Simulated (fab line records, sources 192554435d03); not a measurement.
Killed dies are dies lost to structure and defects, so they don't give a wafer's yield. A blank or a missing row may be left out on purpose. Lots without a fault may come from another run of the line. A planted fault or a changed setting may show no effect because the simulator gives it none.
Chamber matching | flow n5_finfet | N5_BEOL_M12_DEP_53 on pecvd-04: 3 sister chambers
The step deposits SiCN from 3MS/NH3, target thk 30 nm, time 10.5 s. 3 wafers are shown with their chamber, then 8 later ones without.

WAFERS WITH THEIR CHAMBER
wafer  | chamber | throttle_valve_pct (%)
L083.5 | 0       | 18.1
L086.6 | 1       | 18.5
L092.2 | 2       | 18.1

WAFERS WITHOUT THEIR CHAMBER
wafer  | throttle_valve_pct (%)
L092.3 | 18.5
L092.4 | 18.3
L085.3 | 18.2
L085.4 | 18.0
L085.6 | 17.9
L090.2 | 17.9
L090.4 | 18.0
L090.5 | 18.2

WHICH CHAMBER EACH WENT THROUGH
wafer  | from the rows above          | in truth
L092.3 | 1                            | 1
L092.4 | can't be placed: 0 or 1 or 2 | 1
L085.3 | can't be placed: 0 or 2 or 1 | 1
L085.4 | can't be placed: 0 or 2      | 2
L085.6 | can't be placed: 0 or 2      | 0
L090.2 | can't be placed: 0 or 2      | 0
L090.4 | can't be placed: 0 or 2      | 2
L090.5 | can't be placed: 0 or 2 or 1 | 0
Placed correctly: 1 of 8. Can't be placed from these rows: 7 (the true chamber is among the candidates in 7). Placed wrongly: 0.
How it was worked out, from the rows above alone: a wafer's distance from a chamber is the root of the sum, over the readings, of the square of ((its reading less the chamber's mean) divided by the reading's scatter). The wafer belongs to the nearest chamber; if the next one is less than 2 further off, it can't be placed. A chamber's mean is the mean of its shown wafers. The scatter: with one shown wafer a chamber, the root of the mean of the squares of how far each hidden wafer lies from its nearest shown one.
